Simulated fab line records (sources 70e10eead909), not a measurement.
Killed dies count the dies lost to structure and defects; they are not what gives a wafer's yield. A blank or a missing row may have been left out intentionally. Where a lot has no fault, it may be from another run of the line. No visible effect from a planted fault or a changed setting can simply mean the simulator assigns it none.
fab line records / flow nandHarc
record lots=13 wafers=39 lastDay=33
route steps=1302 shown A_CONTACT@1043 THIN_TSV@1267 END@1302
lots that met no fault: from a run of the same line without faults
startH: hours from the record's opening day to when the first of the lot's shown wafers began / waitH: how many hours have passed since the lot's step before this one / " as in the row above / L1.1+2: one row covering several wafers at once / - value missing, or start not given / * or withheld: withheld / < > ~ a bound
route shown NAME@n: names a module that has steps shown in the file, with the first one's number in the route / usual: the fault-free wafers' mean and standard deviation / same: alike in all rows / chamber/n: place in a boat / sites: readings site by site / _std_site: standard deviation across them / _edge_site: inner sites' mean taken away from outer sites' mean / radiusMm: for every site, how far away it sits from the centre of the wafer / mask NAME#n: copy n / behind: the most recent tool/chamber to have shaped the wafer / hold: cause of the lot's hold/its duration in hours/its outcome / device: the n, p or np transistor that did not switch / end of line: the tests these same wafers got at the end of their route / for a step that has no rows: nothing shown but its recipe / killed: the dies lost at the first sort to structure and to defects; this is not the yield of the wafer / map: the dies of a wafer, with x for killed, . for not killed, _ for no die there
set.NAME: the setting that was run; set.NAME@STEP: the one run at that earlier step / model.NAME: the simulator's own value behind a step, which no gauge read
a sample of lots followed through the steps of the route, with each step as a table and each wafer as a row
services: the hour from which a tool's chamber was out of use, counted from the record's first day as startH (under 0 if before that day), plus the number of hours and why
## steps
# step NHARC_A_CONTACT_ETCH_75
# recipe targetDepthA=390 overEtchFrac=0.3 timeS=65 ionEnergyEv=80 cf4FlowSccm=150 arFlowSccm=0 rfW=300 biasW=100 chemistry=CF4
# usual drypumpMotorCurrentA=5.5/0.45 oesProductAu=0.995/0.0094 rfVppV=151.0/1.4 showerheadPlenumPTorr=1.76/0.089 throttleValvePct=13.285/0.0085
# same overEtchFrac=0.3
lot.wafer=L318.1 tool=rieDiel-07 chamber=1 startH=518.10 waitH=0.1 drypumpMotorCurrentA=6.2 oesProductAu=0.999 rfHoursCounterH=11 rfVppV=151.6 showerheadPlenumPTorr=1.80 throttleValvePct=13.289
lot.wafer=L318.5 tool=rieDiel-07 chamber=2 startH=518.10 waitH=0.1 drypumpMotorCurrentA=5.1 oesProductAu=0.992 rfHoursCounterH=- rfVppV=151.1 showerheadPlenumPTorr=1.87 throttleValvePct=13.283
lot.wafer=L318.6 tool=rieDiel-07 chamber=3 startH=518.10 waitH=0.1 drypumpMotorCurrentA=5.6 oesProductAu=0.995 rfHoursCounterH=- rfVppV=150.4 showerheadPlenumPTorr=1.65 throttleValvePct=13.283
lot.wafer=L317.4 tool=rieDiel-11 chamber=3 startH=520.86 waitH=0.1 drypumpMotorCurrentA=5.5 oesProductAu=0.989 rfHoursCounterH=31 rfVppV=152.4 showerheadPlenumPTorr=1.82 throttleValvePct=13.299
lot.wafer=L317.1 tool=rieDiel-11 chamber=1 startH=520.86 waitH=0.1 drypumpMotorCurrentA=6.4 oesProductAu=0.989 rfHoursCounterH=33 rfVppV=153.6 showerheadPlenumPTorr=1.88 throttleValvePct=13.301
lot.wafer=L317.6 tool=rieDiel-11 chamber=0 startH=520.86 waitH=0.1 drypumpMotorCurrentA=5.3 oesProductAu=1.007 rfHoursCounterH=- rfVppV=150.0 showerheadPlenumPTorr=1.68 throttleValvePct=13.293
lot.wafer=L319.1 tool=rieDiel-06 chamber=3 startH=532.88 waitH=0.1 drypumpMotorCurrentA=5.6 oesProductAu=0.990 rfHoursCounterH=6 rfVppV=150.8 showerheadPlenumPTorr=1.68 throttleValvePct=13.285
lot.wafer=L319.6 tool=rieDiel-06 chamber=1 startH=532.88 waitH=0.1 drypumpMotorCurrentA=5.3 oesProductAu=0.979 rfHoursCounterH=- rfVppV=151.2 showerheadPlenumPTorr=1.73 throttleValvePct=13.284
lot.wafer=L319.5 tool=rieDiel-06 chamber=2 startH=532.88 waitH=0.1 drypumpMotorCurrentA=6.0 oesProductAu=0.994 rfHoursCounterH=- rfVppV=150.8 showerheadPlenumPTorr=1.68 throttleValvePct=13.275
lot.wafer=L321.2 tool=rieDiel-06 chamber=2 startH=539.37 waitH=0.1 drypumpMotorCurrentA=6.0 oesProductAu=0.998 rfHoursCounterH=8 rfVppV=148.5 showerheadPlenumPTorr=1.67 throttleValvePct=13.287
lot.wafer=L321.3 tool=rieDiel-06 chamber=3 startH=539.37 waitH=0.1 drypumpMotorCurrentA=5.6 oesProductAu=0.999 rfHoursCounterH=7 rfVppV=150.4 showerheadPlenumPTorr=1.67 throttleValvePct=13.298
lot.wafer=L321.6 tool=rieDiel-06 chamber=3 startH=539.37 waitH=0.1 drypumpMotorCurrentA=5.6 oesProductAu=0.994 rfHoursCounterH=- rfVppV=149.7 showerheadPlenumPTorr=1.67 throttleValvePct=13.277
lot.wafer=L322.2 tool=rieDiel-06 chamber=3 startH=555.62 waitH=0.1 drypumpMotorCurrentA=5.7 oesProductAu=0.997 rfHoursCounterH=9 rfVppV=148.7 showerheadPlenumPTorr=1.67 throttleValvePct=13.286
lot.wafer=L322.1 tool=rieDiel-06 chamber=0 startH=555.62 waitH=0.1 drypumpMotorCurrentA=4.9 oesProductAu=0.988 rfHoursCounterH=10 rfVppV=151.3 showerheadPlenumPTorr=1.90 throttleValvePct=13.287
lot.wafer=L322.6 tool=rieDiel-06 chamber=1 startH=555.62 waitH=0.1 drypumpMotorCurrentA=5.3 oesProductAu=0.977 rfHoursCounterH=- rfVppV=151.4 showerheadPlenumPTorr=1.73 throttleValvePct=13.280
lot.wafer=L324.3 tool=rieDiel-07 chamber=1 startH=577.77 waitH=0.1 drypumpMotorCurrentA=6.2 oesProductAu=1.006 rfHoursCounterH=30 rfVppV=151.7 showerheadPlenumPTorr=1.79 throttleValvePct=13.284
lot.wafer=L324.2 tool=rieDiel-07 chamber=3 startH=577.77 waitH=0.1 drypumpMotorCurrentA=5.6 oesProductAu=0.990 rfHoursCounterH=31 rfVppV=148.4 showerheadPlenumPTorr=1.64 throttleValvePct=13.287
lot.wafer=L324.6 tool=rieDiel-07 chamber=1 startH=577.77 waitH=0.1 drypumpMotorCurrentA=6.2 oesProductAu=0.999 rfHoursCounterH=- rfVppV=151.9 showerheadPlenumPTorr=1.79 throttleValvePct=13.289
lot.wafer=L325.4 tool=rieDiel-07 chamber=1 startH=586.61 waitH=0.1 drypumpMotorCurrentA=6.3 oesProductAu=1.014 rfHoursCounterH=32 rfVppV=153.1 showerheadPlenumPTorr=1.79 throttleValvePct=13.283
lot.wafer=L325.1 tool=rieDiel-07 chamber=0 startH=586.61 waitH=0.1 drypumpMotorCurrentA=4.9 oesProductAu=0.990 rfHoursCounterH=33 rfVppV=150.3 showerheadPlenumPTorr=1.72 throttleValvePct=13.284
lot.wafer=L325.6 tool=rieDiel-07 chamber=1 startH=586.61 waitH=0.1 drypumpMotorCurrentA=6.3 oesProductAu=1.009 rfHoursCounterH=- rfVppV=151.8 showerheadPlenumPTorr=1.79 throttleValvePct=13.292
lot.wafer=L323.1 tool=rieDiel-06 chamber=0 startH=595.89 waitH=0.1 drypumpMotorCurrentA=5.0 oesProductAu=0.987 rfHoursCounterH=14 rfVppV=153.1 showerheadPlenumPTorr=1.90 throttleValvePct=13.273
lot.wafer=L323.3 tool=rieDiel-06 chamber=1 startH=595.89 waitH=0.1 drypumpMotorCurrentA=5.3 oesProductAu=0.982 rfHoursCounterH=15 rfVppV=150.2 showerheadPlenumPTorr=1.73 throttleValvePct=13.271
lot.wafer=L323.5 tool=rieDiel-06 chamber=0 startH=595.89 waitH=0.1 drypumpMotorCurrentA=4.9 oesProductAu=0.998 rfHoursCounterH=- rfVppV=153.0 showerheadPlenumPTorr=1.90 throttleValvePct=13.285
lot.wafer=L326.1 tool=rieDiel-06 chamber=3 startH=609.41 waitH=0.1 drypumpMotorCurrentA=5.6 oesProductAu=0.991 rfHoursCounterH=18 rfVppV=151.2 showerheadPlenumPTorr=1.67 throttleValvePct=13.280
lot.wafer=L326.2 tool=rieDiel-06 chamber=0 startH=609.41 waitH=0.1 drypumpMotorCurrentA=4.9 oesProductAu=0.984 rfHoursCounterH=15 rfVppV=152.4 showerheadPlenumPTorr=1.90 throttleValvePct=13.280
lot.wafer=L326.6 tool=rieDiel-06 chamber=2 startH=609.41 waitH=0.1 drypumpMotorCurrentA=6.0 oesProductAu=0.988 rfHoursCounterH=- rfVppV=150.0 showerheadPlenumPTorr=1.67 throttleValvePct=13.287
lot.wafer=L327.1 tool=rieDiel-06 chamber=2 startH=612.15 waitH=0.1 drypumpMotorCurrentA=6.0 oesProductAu=0.991 rfHoursCounterH=19 rfVppV=150.5 showerheadPlenumPTorr=1.67 throttleValvePct=13.292
lot.wafer=L327.3 tool=rieDiel-06 chamber=3 startH=612.15 waitH=0.1 drypumpMotorCurrentA=5.6 oesProductAu=1.002 rfHoursCounterH=19 rfVppV=151.4 showerheadPlenumPTorr=1.67 throttleValvePct=13.289
lot.wafer=L327.2 tool=rieDiel-06 chamber=0 startH=612.15 waitH=0.1 drypumpMotorCurrentA=4.9 oesProductAu=0.999 rfHoursCounterH=16 rfVppV=151.8 showerheadPlenumPTorr=1.90 throttleValvePct=13.278
lot.wafer=L329.3 tool=rieDiel-07 chamber=1 startH=637.59 waitH=0.1 drypumpMotorCurrentA=6.3 oesProductAu=0.998 rfHoursCounterH=62 rfVppV=152.3 showerheadPlenumPTorr=1.78 throttleValvePct=13.276
lot.wafer=L329.6 tool=rieDiel-07 chamber=3 startH=637.59 waitH=0.1 drypumpMotorCurrentA=5.6 oesProductAu=0.991 rfHoursCounterH=- rfVppV=149.7 showerheadPlenumPTorr=1.64 throttleValvePct=13.297
lot.wafer=L329.5 tool=rieDiel-07 chamber=0 startH=637.59 waitH=0.1 drypumpMotorCurrentA=4.9 oesProductAu=0.995 rfHoursCounterH=- rfVppV=150.5 showerheadPlenumPTorr=1.71 throttleValvePct=13.288
lot.wafer=L337.4 tool=rieDiel-06 chamber=1 startH=713.89 waitH=0.1 drypumpMotorCurrentA=5.3 oesProductAu=0.985 rfHoursCounterH=7 rfVppV=150.7 showerheadPlenumPTorr=1.72 throttleValvePct=13.287
lot.wafer=L337.1 tool=rieDiel-06 chamber=3 startH=713.89 waitH=0.1 drypumpMotorCurrentA=5.6 oesProductAu=1.006 rfHoursCounterH=8 rfVppV=150.7 showerheadPlenumPTorr=1.67 throttleValvePct=13.284
lot.wafer=L337.5 tool=rieDiel-06 chamber=1 startH=713.89 waitH=0.1 drypumpMotorCurrentA=5.3 oesProductAu=0.982 rfHoursCounterH=- rfVppV=150.6 showerheadPlenumPTorr=1.72 throttleValvePct=13.272
lot.wafer=L338.2 tool=rieDiel-06 chamber=3 startH=729.09 waitH=0.1 drypumpMotorCurrentA=5.6 oesProductAu=1.008 rfHoursCounterH=10 rfVppV=150.5 showerheadPlenumPTorr=1.67 throttleValvePct=13.299
lot.wafer=L338.3 tool=rieDiel-06 chamber=0 startH=729.09 waitH=0.1 drypumpMotorCurrentA=4.9 oesProductAu=0.993 rfHoursCounterH=10 rfVppV=151.1 showerheadPlenumPTorr=1.89 throttleValvePct=13.274
lot.wafer=L338.6 tool=rieDiel-06 chamber=0 startH=729.09 waitH=0.1 drypumpMotorCurrentA=4.9 oesProductAu=0.991 rfHoursCounterH=- rfVppV=153.4 showerheadPlenumPTorr=1.89 throttleValvePct=13.269
# step NHARC_THIN_TSV_DEP_47
# recipe targetThkA=2000 tempC=withheld pressureTorr=6.5 rfW=900 teosFlowSccm=161.4 flowSccm=2650 targetThkNm=200 gas=O2 material=SiO2
# usual throttleValvePct=15.9/0.67
lot.wafer=L318.1 tool=pecvd-04 chamber=0 startH=565.85 waitH=- throttleValvePct=15.8
lot.wafer=L318.6 tool=pecvd-04 chamber=1 startH=565.85 waitH=- throttleValvePct=16.5
lot.wafer=L318.5 tool=pecvd-04 chamber=0 startH=565.85 waitH=- throttleValvePct=15.7
lot.wafer=L317.1 tool=pecvd-03 chamber=2 startH=567.10 waitH=- throttleValvePct=15.1
lot.wafer=L317.6 tool=pecvd-03 chamber=2 startH=567.10 waitH=- throttleValvePct=15.0
lot.wafer=L317.4 tool=pecvd-03 chamber=1 startH=567.10 waitH=- throttleValvePct=16.7
lot.wafer=L319.1 tool=pecvd-01 chamber=1 startH=578.17 waitH=- throttleValvePct=16.2
lot.wafer=L319.5 tool=pecvd-01 chamber=1 startH=578.17 waitH=- throttleValvePct=16.1
lot.wafer=L319.6 tool=pecvd-01 chamber=2 startH=578.17 waitH=- throttleValvePct=16.7
lot.wafer=L321.3 tool=pecvd-04 chamber=0 startH=584.15 waitH=- throttleValvePct=15.9
lot.wafer=L321.2 tool=pecvd-04 chamber=2 startH=584.15 waitH=- throttleValvePct=16.2
lot.wafer=L321.6 tool=pecvd-04 chamber=1 startH=584.15 waitH=- throttleValvePct=16.4
lot.wafer=L322.1 tool=pecvd-03 chamber=2 startH=620.16 waitH=- throttleValvePct=14.7
lot.wafer=L322.2 tool=pecvd-03 chamber=0 startH=620.16 waitH=- throttleValvePct=16.0
lot.wafer=L322.6 tool=pecvd-03 chamber=1 startH=620.16 waitH=- throttleValvePct=17.0
lot.wafer=L324.2 tool=pecvd-01 chamber=0 startH=626.68 waitH=- throttleValvePct=14.9
lot.wafer=L324.3 tool=pecvd-01 chamber=1 startH=626.68 waitH=- throttleValvePct=16.0
lot.wafer=L324.6 tool=pecvd-01 chamber=1 startH=626.68 waitH=- throttleValvePct=16.0
lot.wafer=L325.1 tool=pecvd-03 chamber=0 startH=631.01 waitH=- throttleValvePct=16.0
lot.wafer=L325.4 tool=pecvd-03 chamber=0 startH=631.01 waitH=- throttleValvePct=15.7
lot.wafer=L325.6 tool=pecvd-03 chamber=1 startH=631.01 waitH=- throttleValvePct=16.9
lot.wafer=L323.3 tool=pecvd-01 chamber=0 startH=642.29 waitH=- throttleValvePct=14.9
lot.wafer=L323.1 tool=pecvd-01 chamber=2 startH=642.29 waitH=- throttleValvePct=16.7
lot.wafer=L323.5 tool=pecvd-01 chamber=1 startH=642.29 waitH=- throttleValvePct=16.1
lot.wafer=L326.2 tool=pecvd-01 chamber=0 startH=662.01 waitH=- throttleValvePct=14.8
lot.wafer=L326.1 tool=pecvd-01 chamber=2 startH=662.01 waitH=- throttleValvePct=16.9
lot.wafer=L326.6 tool=pecvd-01 chamber=0 startH=662.01 waitH=- throttleValvePct=15.2
lot.wafer=L327.3 tool=pecvd-04 chamber=0 startH=664.94 waitH=- throttleValvePct=15.3
lot.wafer=L327.1 tool=pecvd-04 chamber=1 startH=664.94 waitH=- throttleValvePct=16.1
lot.wafer=L327.2 tool=pecvd-04 chamber=2 startH=664.94 waitH=- throttleValvePct=16.4
lot.wafer=L329.3 tool=pecvd-04 chamber=2 startH=683.90 waitH=- throttleValvePct=16.4
lot.wafer=L329.5 tool=pecvd-04 chamber=0 startH=683.90 waitH=- throttleValvePct=15.2
lot.wafer=L329.6 tool=pecvd-04 chamber=2 startH=683.90 waitH=- throttleValvePct=16.0
lot.wafer=L337.1 tool=pecvd-01 chamber=0 startH=758.33 waitH=- throttleValvePct=14.5
lot.wafer=L337.5 tool=pecvd-01 chamber=1 startH=758.33 waitH=- throttleValvePct=16.1
lot.wafer=L337.4 tool=pecvd-01 chamber=0 startH=758.33 waitH=- throttleValvePct=14.5
lot.wafer=L338.3 tool=pecvd-04 chamber=2 startH=773.40 waitH=- throttleValvePct=16.6
lot.wafer=L338.2 tool=pecvd-04 chamber=1 startH=773.40 waitH=- throttleValvePct=16.1
lot.wafer=L338.6 tool=pecvd-04 chamber=0 startH=773.40 waitH=- throttleValvePct=15.4
# step NHARC_THIN_TSV_STRIP_62
# recipe powerW=1500 tempC=250 timeS=20 chemistry=N2/H2
# usual drypumpMotorCurrentA=5.7/0.41 heaterPowerW=365/27
lot.wafer=L318.1 tool=plasmaAsher-01 chamber=0 startH=566.54 waitH=- drypumpMotorCurrentA=6.0 heaterPowerW=337 rfHoursCounterH=6
lot.wafer=L318.5 tool=plasmaAsher-01 chamber=1 startH=566.54 waitH=- drypumpMotorCurrentA=5.1 heaterPowerW=399 rfHoursCounterH=-
lot.wafer=L318.6 tool=plasmaAsher-01 chamber=0 startH=566.54 waitH=- drypumpMotorCurrentA=6.0 heaterPowerW=329 rfHoursCounterH=-
lot.wafer=L317.1 tool=plasmaAsher-02 chamber=0 startH=567.86 waitH=- drypumpMotorCurrentA=6.0 heaterPowerW=366 rfHoursCounterH=31
lot.wafer=L317.4 tool=plasmaAsher-02 chamber=0 startH=567.86 waitH=- drypumpMotorCurrentA=6.0 heaterPowerW=368 rfHoursCounterH=-
lot.wafer=L317.6 tool=plasmaAsher-02 chamber=1 startH=567.86 waitH=- drypumpMotorCurrentA=5.8 heaterPowerW=377 rfHoursCounterH=-
lot.wafer=L319.1 tool=plasmaAsher-01 chamber=1 startH=578.95 waitH=- drypumpMotorCurrentA=5.1 heaterPowerW=401 rfHoursCounterH=8
lot.wafer=L319.6 tool=plasmaAsher-01 chamber=0 startH=578.95 waitH=- drypumpMotorCurrentA=6.0 heaterPowerW=336 rfHoursCounterH=-
lot.wafer=L319.5 tool=plasmaAsher-01 chamber=1 startH=578.95 waitH=- drypumpMotorCurrentA=5.1 heaterPowerW=383 rfHoursCounterH=-
lot.wafer=L321.2 tool=plasmaAsher-01 chamber=1 startH=584.93 waitH=- drypumpMotorCurrentA=5.1 heaterPowerW=391 rfHoursCounterH=10
lot.wafer=L321.3 tool=plasmaAsher-01 chamber=0 startH=584.93 waitH=- drypumpMotorCurrentA=6.0 heaterPowerW=348 rfHoursCounterH=-
lot.wafer=L321.6 tool=plasmaAsher-01 chamber=0 startH=584.93 waitH=- drypumpMotorCurrentA=6.0 heaterPowerW=332 rfHoursCounterH=-
lot.wafer=L322.1 tool=plasmaAsher-01 chamber=1 startH=621.25 waitH=- drypumpMotorCurrentA=5.1 heaterPowerW=403 rfHoursCounterH=18
lot.wafer=L322.2 tool=plasmaAsher-01 chamber=0 startH=621.25 waitH=- drypumpMotorCurrentA=6.0 heaterPowerW=326 rfHoursCounterH=18
lot.wafer=L322.6 tool=plasmaAsher-01 chamber=1 startH=621.25 waitH=- drypumpMotorCurrentA=5.1 heaterPowerW=393 rfHoursCounterH=-
lot.wafer=L324.2 tool=plasmaAsher-01 chamber=1 startH=627.46 waitH=- drypumpMotorCurrentA=5.1 heaterPowerW=392 rfHoursCounterH=20
lot.wafer=L324.3 tool=plasmaAsher-01 chamber=1 startH=627.46 waitH=- drypumpMotorCurrentA=5.1 heaterPowerW=393 rfHoursCounterH=-
lot.wafer=L324.6 tool=plasmaAsher-01 chamber=1 startH=627.46 waitH=- drypumpMotorCurrentA=5.1 heaterPowerW=399 rfHoursCounterH=-
lot.wafer=L325.1 tool=plasmaAsher-02 chamber=0 startH=631.80 waitH=- drypumpMotorCurrentA=6.0 heaterPowerW=371 rfHoursCounterH=2
lot.wafer=L325.4 tool=plasmaAsher-02 chamber=0 startH=631.80 waitH=- drypumpMotorCurrentA=6.0 heaterPowerW=363 rfHoursCounterH=-
lot.wafer=L325.6 tool=plasmaAsher-02 chamber=0 startH=631.80 waitH=- drypumpMotorCurrentA=6.0 heaterPowerW=361 rfHoursCounterH=-
lot.wafer=L323.1 tool=plasmaAsher-01 chamber=0 startH=643.41 waitH=- drypumpMotorCurrentA=6.0 heaterPowerW=339 rfHoursCounterH=24
lot.wafer=L323.3 tool=plasmaAsher-01 chamber=1 startH=643.41 waitH=- drypumpMotorCurrentA=5.1 heaterPowerW=394 rfHoursCounterH=-
lot.wafer=L323.5 tool=plasmaAsher-01 chamber=1 startH=643.41 waitH=- drypumpMotorCurrentA=5.1 heaterPowerW=403 rfHoursCounterH=-
lot.wafer=L326.1 tool=plasmaAsher-02 chamber=1 startH=662.77 waitH=- drypumpMotorCurrentA=5.9 heaterPowerW=380 rfHoursCounterH=8
lot.wafer=L326.2 tool=plasmaAsher-02 chamber=0 startH=662.77 waitH=- drypumpMotorCurrentA=6.0 heaterPowerW=359 rfHoursCounterH=8
lot.wafer=L326.6 tool=plasmaAsher-02 chamber=1 startH=662.77 waitH=- drypumpMotorCurrentA=5.9 heaterPowerW=378 rfHoursCounterH=-
lot.wafer=L327.1 tool=plasmaAsher-02 chamber=0 startH=665.78 waitH=- drypumpMotorCurrentA=6.0 heaterPowerW=365 rfHoursCounterH=9
lot.wafer=L327.2 tool=plasmaAsher-02 chamber=1 startH=665.78 waitH=- drypumpMotorCurrentA=5.9 heaterPowerW=388 rfHoursCounterH=9
lot.wafer=L327.3 tool=plasmaAsher-02 chamber=0 startH=665.78 waitH=- drypumpMotorCurrentA=6.0 heaterPowerW=358 rfHoursCounterH=-
lot.wafer=L329.3 tool=plasmaAsher-01 chamber=0 startH=684.63 waitH=- drypumpMotorCurrentA=6.0 heaterPowerW=333 rfHoursCounterH=-
lot.wafer=L329.5 tool=plasmaAsher-01 chamber=1 startH=684.63 waitH=- drypumpMotorCurrentA=5.1 heaterPowerW=392 rfHoursCounterH=-
lot.wafer=L329.6 tool=plasmaAsher-01 chamber=0 startH=684.63 waitH=- drypumpMotorCurrentA=6.0 heaterPowerW=337 rfHoursCounterH=-
lot.wafer=L337.1 tool=plasmaAsher-02 chamber=0 startH=759.01 waitH=- drypumpMotorCurrentA=6.0 heaterPowerW=361 rfHoursCounterH=30
lot.wafer=L337.4 tool=plasmaAsher-02 chamber=0 startH=759.01 waitH=- drypumpMotorCurrentA=6.0 heaterPowerW=357 rfHoursCounterH=-
lot.wafer=L337.5 tool=plasmaAsher-02 chamber=1 startH=759.01 waitH=- drypumpMotorCurrentA=5.9 heaterPowerW=385 rfHoursCounterH=-
lot.wafer=L338.2 tool=plasmaAsher-01 chamber=1 startH=774.18 waitH=- drypumpMotorCurrentA=5.1 heaterPowerW=395 rfHoursCounterH=15
lot.wafer=L338.3 tool=plasmaAsher-01 chamber=1 startH=774.18 waitH=- drypumpMotorCurrentA=5.1 heaterPowerW=392 rfHoursCounterH=-
lot.wafer=L338.6 tool=plasmaAsher-01 chamber=1 startH=774.18 waitH=- drypumpMotorCurrentA=5.1 heaterPowerW=396 rfHoursCounterH=-
# step NHARC_END_SORT_01
# recipe tempC=25
# usual killedAtArray=61/20 killedAtOther=0.9/1.1 killedAtPeriphery=3.7/2.5 killedDies=65/21 killedOpen=3.3/1.8 killedShort=2.3/1.5
# same grossDies=677
lot.wafer=L326.1 tool=prober-01 chamber=0 startH=675.36 waitH=2.5 killedAtArray=73 killedAtOther=0 killedAtPeriphery=5 killedDies=78 killedOpen=0 killedShort=4
lot.wafer=L326.2 tool=prober-01 chamber=0 startH=676.15 waitH=2.8 killedAtArray=77 killedAtOther=1 killedAtPeriphery=6 killedDies=84 killedOpen=3 killedShort=1
lot.wafer=L326.6 tool=prober-01 chamber=0 startH=679.29 waitH=3.9 killedAtArray=66 killedAtOther=0 killedAtPeriphery=3 killedDies=69 killedOpen=4 killedShort=3
lot.wafer=L329.3 tool=prober-02 chamber=0 startH=698.60 waitH=3.1 killedAtArray=84 killedAtOther=2 killedAtPeriphery=8 killedDies=94 killedOpen=6 killedShort=2
lot.wafer=L329.5 tool=prober-02 chamber=0 startH=700.20 waitH=3.7 killedAtArray=167 killedAtOther=5 killedAtPeriphery=7 killedDies=179 killedOpen=4 killedShort=2
lot.wafer=L329.6 tool=prober-02 chamber=0 startH=701.00 waitH=4.0 killedAtArray=78 killedAtOther=3 killedAtPeriphery=2 killedDies=83 killedOpen=4 killedShort=2
# killed by level:class
L326.1 A_CHANNEL_HOLE_D1:chamberFilmFlake=32 A_SLIT:chamberFilmFlake=24 A_CHANNEL_HOLE_D2:chamberFilmFlake=9 A_ONON_D1:geometricParticle:short=3 P_ZERO_WELL:chamberFilmFlake=3 A_CHANNEL_HOLE_D2:unspecified=2 A_DECK1_JOINT:geometricParticle:short=1 P_GATE:chamberFilmFlake=1
L326.2 A_SLIT:chamberFilmFlake=33 A_CHANNEL_HOLE_D1:chamberFilmFlake=32 A_CHANNEL_HOLE_D2:chamberFilmFlake=5 P_GATE:chamberFilmFlake=4 A_CHANNEL_HOLE_D2:unspecified=2 A_STAIRCASE:chamberFilmFlake=2 P_CONTACT:geometricParticle:open=1 A_ONON_D2:geometricParticle:short=1
L326.6 A_CHANNEL_HOLE_D1:chamberFilmFlake=29 A_SLIT:chamberFilmFlake=22 A_CHANNEL_HOLE_D2:chamberFilmFlake=4 A_WL_FILL:chamberFilmFlake=3 A_BLC:geometricParticle:open=2 P_CONTACT:geometricParticle:short=1 A_ONON_D1:geometricParticle:open=1 A_CHANNEL_FILL_D1:geometricParticle:open=1
L329.3 A_CHANNEL_HOLE_D1:chamberFilmFlake=31 A_SLIT:chamberFilmFlake=22 A_CHANNEL_HOLE_D2:chamberFilmFlake=16 A_CONTACT:chamberFilmFlake=8 P_CONTACT:chamberFilmFlake=3 P_CONTACT:geometricParticle:open=2 THIN_TSV:chamberFilmFlake=2 P_GATE:geometricParticle:short=1
L329.5 A_CONTACT:unspecified=90 A_CHANNEL_HOLE_D1:chamberFilmFlake=28 A_SLIT:chamberFilmFlake=23 A_CHANNEL_HOLE_D2:chamberFilmFlake=14 P_CONTACT:chamberFilmFlake=7 THIN_TSV:chamberFilmFlake=5 A_CONTACT:chamberFilmFlake=3 A_ONON_D1:geometricParticle:short=1
L329.6 A_CHANNEL_HOLE_D1:chamberFilmFlake=31 A_SLIT:chamberFilmFlake=23 A_CHANNEL_HOLE_D2:chamberFilmFlake=14 A_CONTACT:chamberFilmFlake=4 THIN_TSV:chamberFilmFlake=3 A_ONON_D1:geometricParticle:open=2 P_M0:geometricParticle:short=1 A_CHANNEL_HOLE_D1:geometricParticle:open=1
## services
tool=plasmaAsher-01 chamber=- startH=519.23 hours=9.0 kind=pm
tool=pecvd-03 chamber=1 startH=522.13 hours=34.3 kind=repair
tool=pecvd-03 chamber=2 startH=542.73 hours=4.7 kind=repair
tool=pecvd-03 chamber=- startH=547.40 hours=13.0 kind=pm
tool=pecvd-04 chamber=1 startH=555.54 hours=3.5 kind=repair
tool=rieDiel-11 chamber=2 startH=564.00 hours=30.2 kind=repair
tool=rieDiel-07 chamber=2 startH=577.42 hours=6.4 kind=repair
tool=plasmaAsher-02 chamber=- startH=581.94 hours=3.1 kind=repair
tool=rieDiel-06 chamber=0 startH=600.53 hours=8.0 kind=repair
tool=plasmaAsher-02 chamber=- startH=603.05 hours=9.0 kind=pm
tool=pecvd-03 chamber=0 startH=607.51 hours=3.7 kind=repair
tool=rieDiel-11 chamber=1 startH=609.25 hours=2.6 kind=repair
tool=rieDiel-11 chamber=- startH=614.22 hours=9.0 kind=pm
tool=pecvd-04 chamber=- startH=631.10 hours=13.0 kind=pm
tool=rieDiel-07 chamber=- startH=649.29 hours=9.0 kind=pm
tool=pecvd-03 chamber=0 startH=653.22 hours=24.7 kind=repair
tool=rieDiel-06 chamber=- startH=661.23 hours=9.0 kind=pm
tool=rieDiel-11 chamber=0 startH=666.53 hours=5.0 kind=repair
tool=pecvd-01 chamber=- startH=673.50 hours=13.0 kind=pm
tool=pecvd-04 chamber=- startH=684.28 hours=0.5 kind=repair
tool=plasmaAsher-01 chamber=- startH=696.23 hours=9.0 kind=pm
tool=pecvd-03 chamber=- startH=728.40 hours=13.0 kind=pm
tool=rieDiel-06 chamber=2 startH=743.08 hours=4.0 kind=repair
tool=rieDiel-06 chamber=0 startH=755.14 hours=10.5 kind=repair
## key
firstSign step=NHARC_END_SORT_01 reading=killedDies direction=up sigmas=5.5 usual=65 struck=179
effect step=NHARC_END_SORT_01 reading=killedAtArray direction=up sigmas=5.2 usual=61 struck=167
moreKillsBornAt NHARC_A_CONTACT_ETCH_75@rieDiel-07=90
metAt NHARC_A_CONTACT_ETCH_75
struckLots L329
struckWafers L329.5
testerLeftOut L329
notActingAt NHARC_THIN_TSV_DEP_47,NHARC_THIN_TSV_STRIP_62
onsetBetween 586.61 637.59
fault kind=chamberParticleSource tool=rieDiel-07 chamber=0 onsetH=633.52 steps=NHARC_A_CONTACT_ETCH_75 ratePerVisitCm2=1.5016 endH=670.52
# testerLeftOut: of these lots the tester's yield and bins aren't shown, on N5 and GAA mostly nor the transistor test; their killed dies are dies lost to structure and defects alone, not to doping, threshold or leakage, so they don't give the yield
